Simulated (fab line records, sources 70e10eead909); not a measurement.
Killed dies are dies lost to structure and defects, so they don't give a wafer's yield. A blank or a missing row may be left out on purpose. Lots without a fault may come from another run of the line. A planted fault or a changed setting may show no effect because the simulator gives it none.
Problem report in the 8D (eight disciplines) form, filled by code | flow nand_harc | the parts of the form that need people (team, actions taken, sign-off) are left out

1. THE PROBLEM
killed_at_array at NHARC_END_SORT_01 reads a mean of 675 on 6 wafers of 2 lots; wafers without a fault read 26 with a standard deviation of 9.9. That is +66 standard deviations from the usual mean.
First seen on wafer L657.1, day 22 00:26, on prober-02. The record holds 36 wafers of 12 lots with a number at this step. Rule for "out", or "out of limits": more than 4 standard deviations from the usual mean. The other wafers with a number count as sound.

2. WHAT IT IS AND WHAT IT IS NOT
question                    | is                           | is not
which readings at this step | killed_at_array, killed_dies | killed_at_other, killed_at_periphery, killed_open, killed_short
which lots                  | L656, L657                   | L647, L648, L649, L650, L651, L661, L663, L664, L665, L666
which wafers of those lots  | all that have a number       | -
read on which gauges        | prober-01, prober-02         | -
when                        | from day 22 00:26            | up to then (15 sound wafers); but 15 sound wafers of L661, L663, L664, L665, L666 came after

3. SUSPECTS, AND WHAT RULES EACH OUT
Counting: a tool at a process step up to the reading stays a suspect if it ran every lot that is out and no sound lot after the first of them.
- the gauge at NHARC_END_SORT_01: ruled out. The wafers that are out were read on 2 gauges (prober-01, prober-02).
- rie_diel-08 at NHARC_A_STAIRCASE_ETCH_170 (etches the open film in C4F6/O2, target depth 200 nm, time 66.667 s): ruled out as a lasting fault. Sound lots L664, L663 ran on it after its first lot that is out, L656 (day 13 06:04). NHARC_A_STAIRCASE_ETCH_170 gives no start for some lots, so the hours and the order of its lots are those of NHARC_A_STAIRCASE_STRIP_171.
- rie_diel-02 at NHARC_A_STAIRCASE_ETCH_25 (etches the open film in C4F8/O2, target depth 100 nm, time 40.5 s): kept. It ran every lot that is out, first L656 (day 13 09:50), and no sound lot after that; its last sound lot up to then is L650 (day 12 06:22). NHARC_A_STAIRCASE_ETCH_25 gives no start for some lots, so the hours and the order of its lots are those of NHARC_A_STAIRCASE_ETCH_27.
- rie_diel-02 at NHARC_A_STAIRCASE_ETCH_27 (etches the open film in C4F8/O2, target depth 100 nm, time 40.5 s): kept. It ran every lot that is out, first L656 (day 13 09:50), and no sound lot after that; its last sound lot up to then is L650 (day 12 06:22). Its own readings are out on those wafers: oes_product_au.
Left after counting: rie_diel-02 at NHARC_A_STAIRCASE_ETCH_25, rie_diel-02 at NHARC_A_STAIRCASE_ETCH_27.

4. THE CAUSE (what the simulator had put in)
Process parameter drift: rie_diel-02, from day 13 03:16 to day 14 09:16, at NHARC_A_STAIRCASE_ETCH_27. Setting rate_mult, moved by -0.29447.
Counting left 2 suspects, and this tool is among them.

5. THE CHAIN OF EFFECTS, in route order
Each row: a reading whose mean over the struck wafers that have a number lies more than 3 standard deviations from the usual. Only readings for which the record gives a usual standard deviation are gone through. hours: the time from each lot's start at the first step in this table that gives one to its start at this step, as a median over the lots. sigmas: the change in usual standard deviations.
hours | step                      | reading         | usual      | on struck wafers | change | sigmas
0     | NHARC_A_STAIRCASE_ETCH_27 | oes_product_au  | 0.941 a.u. | 0.773            | -0.168 | -15
205   | NHARC_END_SORT_01         | killed_at_array | 26         | 675              | +649   | +66
205   | NHARC_END_SORT_01         | killed_dies     | 29         | 677              | +648   | +65
The process steps in it:
- NHARC_A_STAIRCASE_ETCH_27: etches the open film in C4F8/O2, target depth 100 nm, time 40.5 s.

6. WHAT WOULD HAVE CAUGHT IT SOONER
In this record the first reading out of limits at a measuring or inspecting step was taken at day 22 00:26, 213 hours after the fault began at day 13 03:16.
The tool's own readings at NHARC_A_STAIRCASE_ETCH_27 were out on every struck wafer that the step has a row for (oes_product_au): an alarm limit on them would have fired on the first of those.
All the lots that are out (2) had begun NHARC_A_STAIRCASE_ETCH_27 on rie_diel-02 by day 22 00:26. A hold on the tool at that time would have spared none of them.
